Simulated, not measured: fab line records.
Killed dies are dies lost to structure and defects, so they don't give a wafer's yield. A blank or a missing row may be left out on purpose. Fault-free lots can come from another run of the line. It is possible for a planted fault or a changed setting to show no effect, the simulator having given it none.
fab line records | flow nandHarc
record lots=6 wafers=18 lastDay=33
route steps=1302 shown THIN_TSV@1283 END@1302
lots with no fault: from the same line, run without faults
startH: hours from the record's opening day to when the first of the lot's shown wafers began | waitH: hours from the lot's prior step to this one | " same as the row above | L1.1+2: several wafers, shown together as one row | - either no value or no given start | * or withheld: withheld | < > ~ a bound
route shown NAME@n: a module of which the file shows steps, and the number in the route of the first | usual: the fault-free wafers' mean and standard deviation | same: alike in all rows | chamber/n: place in a boat | sites: each site's reading | _std_site: the values' standard deviation | _edge_site: the outer-site mean with the inner-site mean subtracted | radiusMm: how far each site lies from the wafer's centre | mask NAME#n: copy n | behind: tool/chamber where the wafer was last shaped | hold: what put the lot on hold/how long, in hours/how the hold closed | device: the transistor (n, p or np) that didn't switch | end of line: the route-end tests of the same wafers | where a step has no rows: the recipe by itself | killed: the dies lost at the first sort to structure and to defects; this is not the yield of the wafer | map: dies across one wafer; x = killed, . = not, _ = none there
set.NAME: the setting that was run; set.NAME@STEP: the one run at that earlier step | model.NAME: the simulator's own value behind a step, which no gauge read
lots at some steps of the route; a table a step, a row a wafer
services: a tool's chamber out of use, with start hour (startH, from the record's first day; less than 0 if before it), hours out, and reason
## steps
# step NHARC_THIN_TSV_DEHYDRATE_25
# recipe tempC=150 timeS=120
# step NHARC_THIN_TSV_HMDS_26
# recipe timeS=30
# step NHARC_THIN_TSV_COAT_27
# recipe spinRpm=*
# step NHARC_THIN_TSV_SOFTBAKE_28
# recipe tempC=122 timeS=95
# step NHARC_THIN_TSV_EBR_29
# step NHARC_THIN_TSV_EXPOSE_30
# recipe na=0.55 doseMj=11.47 maskId=PAD
# step NHARC_THIN_TSV_PEB_31
# recipe pebTempC=118 pebTimeS=85
# step NHARC_THIN_TSV_DEVELOP_32
# recipe timeS=70
# step NHARC_THIN_TSV_CD_MEAS_33
# recipe targetCdNm=5000 landingEnergyEv=500
# usual cdNm=5000.3/1.5
# columns lot.wafer tool chamber startH waitH cdNm
L638.2 cdSem-01 0 588.83 - 5002.0
L638.3 " 0 " " 4997.9
L638.6 " 0 " " 4998.2
L640.2 cdSem-02 0 595.94 - 5000.1
L640.3 " 0 " " 5002.0
L640.4 " 0 " " 5000.5
L643.2 cdSem-02 0 638.77 - 5001.7
L643.5 " 0 " " 5001.7
L643.6 " 0 " " 5001.4
L644.4 cdSem-01 0 649.80 - 4999.1
L644.5 " 0 " " 4996.8
L644.6 " 0 " " 4999.0
L646.1 cdSem-03 0 650.79 - 5000.6
L646.3 " 0 " " 5001.0
L646.4 " 0 " " 5000.2
L656.2 cdSem-03 0 765.70 - 5000.9
L656.4 " 0 " " 5001.5
L656.6 " 0 " " 5003.5
# step NHARC_THIN_TSV_HARDBAKE_34
# recipe tempC=125 timeS=80
# step NHARC_THIN_TSV_DESCUM_35
# recipe timeS=3 o2FlowSccm=200 arFlowSccm=0 biasPowerW=0 chemistry=O2
# usual drypumpMotorCurrentA=5.8/0.41 mfcArSccm=0.009/0.014 oesProductAu=1.001/0.011 rfVppV=57.5/0.88 showerheadPlenumPTorr=1.87/0.06 throttleValvePct=11.312/0.0078
# same timeS=3
# columns lot.wafer tool chamber startH waitH drypumpMotorCurrentA mfcArSccm oesProductAu rfHoursCounterH rfVppV showerheadPlenumPTorr throttleValvePct
L638.2 rieDiel-13 2 588.99 - 5.2 0 0.992 3 57.6 1.87 11.321
L638.3 " 1 " " 6.3 0 1.009 3 56.5 1.82 11.305
L638.6 " 2 " " 5.2 0 0.993 - 57.4 1.87 11.316
L640.4 rieDiel-03 2 596.11 - 5.8 0.033 1.005 9 58.6 1.97 11.308
L640.3 " 3 " " 5.7 0 1.007 9 55.3 1.86 11.302
L640.2 " 0 " " 5.2 0.028 1.000 9 55.6 1.89 11.316
L643.2 rieDiel-02 1 638.94 - 6.0 0.018 1.016 4 57.7 1.89 11.312
L643.5 " 0 " " 5.6 0.039 0.992 - 59.1 1.96 11.309
L643.6 " 1 " " 6.1 0.018 0.998 - 56.5 1.89 11.318
L644.4 rieDiel-02 0 649.96 - 5.6 0.039 0.997 3 59.4 1.96 11.312
L644.5 " 3 " " 5.9 0.020 1.028 - 56.7 1.85 11.312
L644.6 " 0 " " 5.6 0.039 0.999 - 57.1 1.96 11.320
L646.1 rieDiel-13 1 650.97 - 6.3 0 1.006 6 57.7 1.82 11.310
L646.3 " 2 " " 5.2 0 0.980 6 57.7 1.87 11.316
L646.4 " 3 " " 5.6 0 0.999 6 59.5 1.93 11.320
L656.4 rieDiel-13 0 765.85 - 5.5 0 1.002 3 57.0 1.79 11.313
L656.2 " 1 " " 6.4 0 0.994 3 55.6 1.82 11.319
L656.6 " 1 " " 6.3 0 0.989 - 57.1 1.82 11.320
# step NHARC_THIN_TSV_ETCH_59
# recipe targetDepthA=8800 icpW=900 biasW=100 Cl2_flow_sccm=60 bcl3FlowSccm=30 timeS=138.1 chemistry=Cl2/BCl3
# usual drypumpMotorCurrentA=5.5/0.49 oesProductAu=1.001/0.0093 throttleValvePct=22.264/0.0085
# same timeS=138.1
# columns lot.wafer tool chamber startH waitH drypumpMotorCurrentA oesProductAu rfHoursCounterH throttleValvePct
L638.2 rieMetal-01 0 589.12 0.1 6.0 1.005 0.0 22.257
L638.3 " 1 " " 5.2 1.016 - 22.270
L638.6 " 0 " " 6.0 1.000 - 22.275
L640.2 rieMetal-03 0 596.22 0.1 5.2 1.017 1.5 22.269
L640.3 " 0 " " 5.2 1.014 - 22.262
L640.4 " 1 " " 6.3 1.009 - 22.280
L643.2 rieMetal-01 1 639.06 0.1 5.2 1.003 1.0 22.252
L643.6 " 1 " " 5.2 1.002 - 22.261
L643.5 " 0 " " 6.1 1.009 - 22.260
L644.4 rieMetal-01 1 650.15 0.2 5.2 1.002 - 22.264
L644.6 " 1 " " 5.2 0.995 - 22.255
L644.5 " 0 " " 6.0 1.005 - 22.279
L646.1 rieMetal-02 0 651.12 0.1 5.1 0.993 0.2 22.253
L646.4 " 1 " " 5.2 0.986 - 22.262
L646.3 " 0 " " 5.0 0.998 - 22.262
L656.2 rieMetal-03 0 766.02 0.1 5.2 1.000 1.1 22.265
L656.4 " 0 " " 5.2 1.000 - 22.261
L656.6 " 0 " " 5.2 0.999 - 22.273
# step NHARC_THIN_TSV_ETCH_36
# recipe targetDepthA=650 overEtchFrac=0.3 timeS=18.571 ionEnergyEv=150 chemistry=Cl2/BCl3
# usual drypumpMotorCurrentA=5.5/0.49 oesProductAu=1.002/0.009
# same timeS=18.571
# columns lot.wafer tool chamber startH waitH drypumpMotorCurrentA oesProductAu rfHoursCounterH
L638.2 rieMetal-01 1 589.37 0.2 5.2 1.010 0.2
L638.3 " 1 " " 5.2 1.012 -
L638.6 " 0 " " 6.1 1.004 -
L640.2 rieMetal-03 1 596.49 0.2 6.3 1.006 1.6
L640.4 " 0 " " 5.2 1.005 -
L640.3 " 1 " " 6.3 1.003 -
L643.2 rieMetal-01 0 639.33 0.2 6.1 0.992 1.1
L643.6 " 1 " " 5.2 0.997 -
L643.5 " 0 " " 6.0 0.838 -
L644.4 rieMetal-01 0 650.35 0.2 6.1 0.842 -
L644.5 " 1 " " 5.2 0.837 -
L644.6 " 0 " " 6.1 1.005 -
L646.1 rieMetal-02 0 651.34 0.2 5.0 1.001 0.4
L646.3 " 0 " " 5.0 0.990 -
L646.4 " 1 " " 5.2 0.986 -
L656.2 rieMetal-03 1 766.24 0.2 6.3 1.006 1.2
L656.4 " 1 " " 6.3 0.999 -
L656.6 " 0 " " 5.2 1.007 -
# step NHARC_THIN_TSV_STRIP_56
# recipe powerW=1500 tempC=250 chemistry=O2
# usual drypumpMotorCurrentA=5.8/0.45 heaterPowerW=324/29
# columns lot.wafer tool chamber startH waitH drypumpMotorCurrentA heaterPowerW rfHoursCounterH
L638.2 plasmaAsher-02 1 589.47 0.1 6.2 346 33
L638.3 " 1 " " 6.2 360 -
L638.6 " 0 " " 6.2 322 -
L640.2 plasmaAsher-02 0 596.63 0.1 6.1 323 35
L640.4 " 1 " " 6.2 358 -
L640.3 " 0 " " 6.2 323 -
L643.2 plasmaAsher-01 0 639.47 0.1 5.6 296 23
L643.6 " 1 " " 5.1 302 -
L643.5 " 0 " " 5.6 298 -
L644.4 plasmaAsher-02 1 650.57 0.2 6.2 362 -
L644.6 " 0 " " 6.1 311 -
L644.5 " 1 " " 6.2 373 -
L646.1 plasmaAsher-02 0 651.44 0.1 6.1 306 9
L646.4 " 0 " " 6.1 311 -
L646.3 " 1 " " 6.2 373 -
L656.2 plasmaAsher-01 1 766.34 0.1 5.1 296 13
L656.4 " 0 " " 5.6 315 -
L656.6 " 1 " " 5.1 288 -
# step NHARC_END_SORT_01
# recipe tempC=25
# usual defectLimitedYield=90.7/2.9 killedAtArray=58/20 killedAtOther=1.0/1.2 killedAtPeriphery=4.1/3 killedDies=63/20 killedOpen=3.2/1.7 killedShort=2.5/1.5
# same grossDies=677
# columns lot.wafer tool chamber startH waitH defectLimitedYield[%] killedAtArray killedAtOther killedAtPeriphery killedDies killedOpen killedShort
L638.2 prober-01 0 600.86 2.8 95.3 19 4 9 32 8 3
L638.3 prober-01 0 601.66 3.1 92.9 37 7 4 48 5 3
L638.6 prober-01 0 604.06 4.0 95.9 23 1 4 28 3 0
L640.2 prober-02 0 605.81 2.8 95.1 30 0 3 33 3 2
L640.3 prober-02 0 606.61 3.1 95.1 27 0 6 33 7 2
L640.4 prober-02 0 607.40 3.4 95.9 22 0 6 28 3 4
L643.2 prober-02 0 648.64 2.8 91.1 57 1 2 60 4 2
L643.5 prober-02 0 651.05 3.7 91.6 55 1 1 57 4 2
L643.6 prober-02 0 651.85 4.0 91.4 55 0 3 58 4 1
L646.1 prober-02 0 658.88 2.5 92.5 43 2 6 51 3 2
L646.3 prober-02 0 660.50 3.1 93.8 39 0 3 42 3 2
L646.4 prober-02 0 661.31 3.4 94.7 31 0 5 36 2 1
L644.4 prober-01 0 661.24 3.4 91.9 50 0 5 55 2 1
L644.5 prober-01 0 662.04 3.7 90.7 53 2 8 63 5 1
L644.6 prober-01 0 662.85 4.0 88.2 70 3 7 80 5 8
L656.2 prober-02 0 777.07 2.8 90.7 61 1 1 63 6 2
L656.4 prober-02 0 778.70 3.5 87.7 79 2 2 83 7 3
L656.6 prober-02 0 780.33 4.1 90.3 64 0 2 66 3 5
# killed by level:class
L638.2 A_CHANNEL_HOLE_D2:chamberFilmFlake=9 THIN_TSV:chamberFilmFlake=4 A_CONTACT:chamberFilmFlake=3 P_CONTACT:geometricParticle:open=2 A_CHANNEL_FILL_D2:geometricParticle:open=2 A_M1:chamberFilmFlake=2 P_ZERO_WELL:geometricParticle:short=1 P_STI:geometricParticle:open=1
L638.3 A_CHANNEL_HOLE_D2:chamberFilmFlake=17 A_CONTACT:chamberFilmFlake=7 THIN_TSV:chamberFilmFlake=7 A_CHANNEL_HOLE_D1:chamberFilmFlake=5 A_STAIRCASE:chamberFilmFlake=2 P_CONTACT:geometricParticle:short=1 P_M0:geometricParticle:open=1 P_M1:geometricParticle:open=1
L638.6 A_CHANNEL_HOLE_D2:chamberFilmFlake=9 A_CHANNEL_HOLE_D1:chamberFilmFlake=6 A_CONTACT:chamberFilmFlake=6 P_STI:chamberFilmFlake=2 P_M0:geometricParticle:open=1 A_ONON_D1:geometricParticle:open=1 A_ONON_D2:geometricParticle:open=1 P_GATE:chamberFilmFlake=1
L640.2 A_CHANNEL_HOLE_D2:chamberFilmFlake=12 A_CHANNEL_HOLE_D1:chamberFilmFlake=7 A_CONTACT:chamberFilmFlake=5 P_BONDPAD:chamberFilmFlake=2 P_CONTACT:geometricParticle:short=1 A_ONON_D1:geometricParticle:open=1 A_CHANNEL_FILL_D2:geometricParticle:open=1 A_WL_FILL:geometricParticle:open=1
L640.3 A_CHANNEL_HOLE_D2:chamberFilmFlake=11 A_CONTACT:chamberFilmFlake=9 P_CONTACT:geometricParticle:open=2 P_M2:chamberFilmFlake=2 P_GATE:geometricParticle:open=1 A_CHANNEL_FILL_D1:geometricParticle:open=1 A_DECK1_JOINT:geometricParticle:short=1 A_CHANNEL_FILL_D2:geometricParticle:short=1
L640.4 A_CHANNEL_HOLE_D2:chamberFilmFlake=6 A_CONTACT:chamberFilmFlake=4 P_M2:chamberFilmFlake=2 A_CHANNEL_HOLE_D1:chamberFilmFlake=2 A_STAIRCASE:chamberFilmFlake=2 A_SLIT:chamberFilmFlake=2 P_CONTACT:geometricParticle:open=1 P_M1:geometricParticle:open=1
L643.2 A_CHANNEL_HOLE_D1:chamberFilmFlake=26 A_CHANNEL_HOLE_D2:chamberFilmFlake=15 A_STAIRCASE:chamberFilmFlake=4 A_CHANNEL_FILL_D2:chamberFilmFlake=2 A_CONTACT:chamberFilmFlake=2 P_CONTACT:geometricParticle:open=1 A_ONON_D1:geometricParticle:short=1 A_CHANNEL_FILL_D1:geometricParticle:open=1
L643.5 A_CHANNEL_HOLE_D1:chamberFilmFlake=22 A_CHANNEL_HOLE_D2:chamberFilmFlake=15 A_CONTACT:chamberFilmFlake=7 A_CHANNEL_HOLE_D1:geometricParticle:short=2 A_ZERO_WELL:chamberFilmFlake=2 A_CHANNEL_FILL_D2:chamberFilmFlake=2 P_CONTACT:geometricParticle:open=1 A_CHANNEL_FILL_D2:geometricParticle:open=1
L643.6 A_CHANNEL_HOLE_D1:chamberFilmFlake=27 A_CHANNEL_HOLE_D2:chamberFilmFlake=15 A_CONTACT:chamberFilmFlake=3 P_GATE:chamberFilmFlake=2 A_SGD_CUT:chamberFilmFlake=2 A_ONON_D1:geometricParticle:open=1 A_ONON_D1:geometricParticle:short=1 A_CHANNEL_HOLE_D1:geometricParticle:open=1
L646.1 A_CHANNEL_HOLE_D1:chamberFilmFlake=25 A_STAIRCASE:chamberFilmFlake=4 P_BONDPAD:chamberFilmFlake=3 A_SLIT:chamberFilmFlake=3 P_GATE:chamberFilmFlake=2 A_CHANNEL_FILL_D1:chamberFilmFlake=2 A_CHANNEL_HOLE_D2:chamberFilmFlake=2 A_ONON_D1:geometricParticle:open=1
L646.3 A_CHANNEL_HOLE_D1:chamberFilmFlake=26 A_STAIRCASE:chamberFilmFlake=4 A_CHANNEL_FILL_D2:geometricParticle:short=2 P_BONDPAD:chamberFilmFlake=2 A_SLIT:chamberFilmFlake=2 A_WL_FILL:chamberFilmFlake=2 A_SOURCE_PLATE:geometricParticle:open=1 A_ONON_D1:geometricParticle:open=1
L644.4 A_SLIT:chamberFilmFlake=31 A_CHANNEL_HOLE_D2:chamberFilmFlake=5 A_CONTACT:chamberFilmFlake=5 P_GATE:chamberFilmFlake=4 A_CHANNEL_HOLE_D1:chamberFilmFlake=2 A_STAIRCASE:chamberFilmFlake=2 A_CHANNEL_FILL_D1:geometricParticle:open=1 A_CHANNEL_FILL_D2:geometricParticle:open=1
L646.4 A_CHANNEL_HOLE_D1:chamberFilmFlake=28 P_CONTACT:chamberFilmFlake=2 P_GATE:geometricParticle:open=1 P_CONTACT:geometricParticle:open=1 A_DECK1_JOINT:geometricParticle:short=1 P_BONDPAD:chamberFilmFlake=1 A_CHANNEL_HOLE_D2:chamberFilmFlake=1 A_SLIT:chamberFilmFlake=1
L644.5 A_SLIT:chamberFilmFlake=25 A_CHANNEL_HOLE_D2:chamberFilmFlake=9 P_ZERO_WELL:chamberFilmFlake=5 A_CHANNEL_HOLE_D1:chamberFilmFlake=5 A_CONTACT:chamberFilmFlake=4 P_GATE:geometricParticle:open=2 A_STAIRCASE:chamberFilmFlake=2 THIN_TSV:chamberFilmFlake=2
L644.6 A_SLIT:chamberFilmFlake=40 A_CHANNEL_HOLE_D2:chamberFilmFlake=7 A_CONTACT:chamberFilmFlake=6 P_ZERO_WELL:chamberFilmFlake=4 A_CHANNEL_HOLE_D1:chamberFilmFlake=3 A_SOURCE_PLATE:geometricParticle:short=2 P_GATE:chamberFilmFlake=2 P_GATE:geometricParticle:open=1
L656.2 A_CHANNEL_HOLE_D2:chamberFilmFlake=25 A_CHANNEL_HOLE_D1:chamberFilmFlake=17 A_SLIT:chamberFilmFlake=6 A_DECK1_JOINT:geometricParticle:open=3 A_CHANNEL_HOLE_D2:geometricParticle:open=2 A_CONTACT:chamberFilmFlake=2 A_ONON_D1:geometricParticle:short=1 A_CHANNEL_FILL_D2:geometricParticle:short=1
L656.4 A_CHANNEL_HOLE_D2:chamberFilmFlake=33 A_CHANNEL_HOLE_D1:chamberFilmFlake=19 A_SLIT:chamberFilmFlake=9 A_CONTACT:chamberFilmFlake=7 A_ONON_D1:geometricParticle:open=2 A_SGD_CUT:chamberFilmFlake=2 THIN_TSV:chamberFilmFlake=2 P_M2:geometricParticle:open=1
L656.6 A_CHANNEL_HOLE_D2:chamberFilmFlake=21 A_CHANNEL_HOLE_D1:chamberFilmFlake=15 A_SLIT:chamberFilmFlake=8 A_CONTACT:chamberFilmFlake=6 A_SGD_CUT:chamberFilmFlake=4 A_M0:geometricParticle:open=2 A_STAIRCASE:chamberFilmFlake=2 P_CONTACT:geometricParticle:short=1
## services
# columns tool chamber startH hours kind
rieDiel-02 - 570.70 9.0 pm
rieMetal-01 - 575.03 9.0 pm
rieMetal-01 0 575.03 9.0 ventCycle
rieMetal-01 1 575.03 9.0 ventCycle
rieMetal-02 1 575.61 21.2 repair
rieMetal-01 0 584.03 - clean
rieMetal-01 1 584.03 - clean
plasmaAsher-02 - 603.00 9.0 pm
rieMetal-02 - 631.00 9.0 pm
rieDiel-03 - 635.30 9.0 pm
rieDiel-02 1 651.74 7.4 repair
rieDiel-13 - 696.00 9.0 pm
rieMetal-03 - 696.00 9.0 pm
plasmaAsher-01 - 696.15 9.0 pm
rieDiel-13 1 712.03 11.7 repair
rieDiel-03 - 732.67 0.6 repair
plasmaAsher-01 - 746.43 0.5 repair
rieDiel-02 - 747.70 9.0 pm
plasmaAsher-02 - 751.58 6.0 repair
rieMetal-01 - 752.03 9.0 pm
rieMetal-01 0 752.03 9.0 ventCycle
rieMetal-01 1 752.03 9.0 ventCycle
rieMetal-01 0 761.03 - clean
rieMetal-01 1 761.03 - clean
## key
firstSign step=NHARC_THIN_TSV_ETCH_36 reading=oesProductAu direction=down sigmas=18 usual=1.002 struck=0.839
effect none on later readings
metAt NHARC_THIN_TSV_ETCH_36
struckWafers L643.5,L644.4,L644.5
onsetBetween 589.37 639.33
fault kind=processParameterDrift tool=rieMetal-01 chamber=- onsetH=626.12 steps=NHARC_THIN_TSV_ETCH_36 channel=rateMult offset=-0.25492 shape=step endH=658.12 scope=struckWafersOnly
